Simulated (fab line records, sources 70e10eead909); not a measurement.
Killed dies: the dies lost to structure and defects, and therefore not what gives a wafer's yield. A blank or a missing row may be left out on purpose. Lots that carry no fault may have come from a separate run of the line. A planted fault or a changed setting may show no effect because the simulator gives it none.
Matching of chambers + flow nand-harc + 4 sister chambers for NHARC_A_CHANNEL_FILL_D1_ETCHBACK_19 on rie-si-06
The step etches the open film in HBr/Cl2, target depth 5 nm, time 1.7 s. 4 wafers are shown with their chamber, then 9 later ones without.

== WAFERS, EACH WITH ITS CHAMBER ==
| wafer  | chamber | drypump-motor-current-A (A) |
|--------|---------|-----------------------------|
| L083.3 | 1       | 5.3                         |
| L083.6 | 0       | 5.4                         |
| L087.5 | 2       | 5.1                         |
| L087.6 | 3       | 5.9                         |

== WAFERS MISSING THEIR CHAMBER ==
| wafer  | drypump-motor-current-A (A) |
|--------|-----------------------------|
| L092.1 | 6.0                         |
| L092.3 | 6.0                         |
| L092.4 | 5.4                         |
| L093.1 | 5.4                         |
| L093.3 | 5.1                         |
| L093.4 | 5.4                         |
| L097.2 | 5.3                         |
| L097.3 | 5.4                         |
| L097.4 | 5.1                         |

== EACH ONE'S CHAMBER ==
| wafer  | from the rows above | in truth                   |
|--------|---------------------|----------------------------|
| L092.1 | 3                   | 3                          |
| L092.3 | 3                   | 3                          |
| L092.4 | 0                   | 0                          |
| L093.1 | 0                   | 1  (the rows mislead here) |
| L093.3 | 2                   | 2                          |
| L093.4 | 0                   | 0                          |
| L097.2 | 1                   | 1                          |
| L097.3 | 0                   | 0                          |
| L097.4 | 2                   | 2                          |
8 of 9 placed correctly. Number that these rows cannot place: 0. Number placed wrongly: 1.
How it was worked out, from the rows above alone: a wafer's distance from a chamber is the root of the sum, over the readings, of the square of ((its reading less the chamber's mean) divided by the reading's scatter). The wafer belongs to the nearest chamber; if the next one is less than 2 further off, it can't be placed. The mean given for a chamber averages the wafers shown for that chamber. The scatter: root of mean squared gap, hidden wafer to nearest shown wafer, with one shown wafer a chamber.
